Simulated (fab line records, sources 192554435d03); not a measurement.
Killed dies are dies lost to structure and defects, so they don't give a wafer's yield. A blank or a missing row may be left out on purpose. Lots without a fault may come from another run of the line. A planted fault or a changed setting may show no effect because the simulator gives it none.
Problem report in the 8D (eight disciplines) form, filled by code | flow n5_finfet | the parts of the form that need people (team, actions taken, sign-off) are left out

1. THE PROBLEM
etch_rf_on_time_s at N5_BEOL_M11_ETCH_65 reads a mean of 121.7 s on 3 wafers of 3 lots; wafers without a fault read 65.7 s with a standard deviation of 1.8. That is +31 standard deviations from the usual mean.
The step: etches SiARC in CF4, target depth 39 nm, time 65 s.
First seen on wafer L900.6, day 15 21:34, on rie_diel-04. The record holds 18 wafers of 7 lots with a number at this step. Rule for "out", or "out of limits": more than 4 standard deviations from the usual mean. The other wafers with a number count as sound.

2. WHAT IT IS AND WHAT IT IS NOT
question                    | is                     | is not
which readings at this step | etch_rf_on_time_s      | drypump_motor_current_A, rf_vpp_V, showerhead_plenum_p_Torr, throttle_valve_pct
which lots                  | L898, L900, L901       | L882, L886, L888, L891
which wafers of those lots  | L898.6, L900.6, L901.6 | L898.2, L900.5, L901.2
read on which tools         | rie_diel-04            | rie_diel-03, rie_diel-05
when                        | from day 15 21:34      | up to then (13 sound wafers); but 2 sound wafers of L898, L901 came after

3. SUSPECTS, AND WHAT RULES EACH OUT
Counting: a tool at a process step up to the reading stays a suspect if it ran every lot that is out. Sound lots after the first of them don't rule it out here, since some wafers of a struck lot are sound.
- rie_diel-04 at N5_BEOL_M11_DESCUM_33 (chemistry O2, time 7.9 s): kept. It ran every lot that is out, first L900 (day 15 21:32); its last sound lot up to then is L891 (day 13 15:01).
- rie_diel-04 at N5_BEOL_M11_ETCH_65 (etches SiARC in CF4, target depth 39 nm, time 65 s): kept. It ran every lot that is out, first L900 (day 15 21:34); its last sound lot up to then is L891 (day 13 15:02). Its own readings are out on those wafers: etch_rf_on_time_s.
- Within rie_diel-04 at N5_BEOL_M11_DESCUM_33: the wafers that are out ran in chambers 0, 1; their sound lot-mates ran in chambers 2, 3.
- Within rie_diel-04 at N5_BEOL_M11_ETCH_65: the wafers that are out ran in chambers 0, 1; their sound lot-mates ran in chambers 2, 3.
Left after counting: rie_diel-04 at N5_BEOL_M11_DESCUM_33, rie_diel-04 at N5_BEOL_M11_ETCH_65.

4. THE CAUSE (what the simulator had put in)
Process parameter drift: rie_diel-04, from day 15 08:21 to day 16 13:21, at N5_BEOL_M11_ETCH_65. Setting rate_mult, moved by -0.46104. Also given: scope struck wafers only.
Counting left 2 suspects, and this tool is among them.

5. THE CHAIN OF EFFECTS, in route order
Each row: a reading whose mean over the struck wafers that have a number lies more than 3 standard deviations from the usual. Only readings for which the record gives a usual standard deviation are gone through. hours: the time from each lot's start at the first step in this table that gives one to its start at this step, as a median over the lots. sigmas: the change in usual standard deviations.
hours | step                | reading           | usual  | on struck wafers | change | sigmas
0     | N5_BEOL_M11_ETCH_65 | etch_rf_on_time_s | 65.7 s | 121.7            | +56.0  | +31
The process steps in it:
- N5_BEOL_M11_ETCH_65: etches SiARC in CF4, target depth 39 nm, time 65 s.
Readings that are blank on the struck wafers while sound wafers have them: bias_w at N5_BEOL_M11_ETCH_65.

6. WHAT WOULD HAVE CAUGHT IT SOONER
In this record the first reading out of limits was taken at day 15 21:34, 13 hours after the fault began at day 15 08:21.
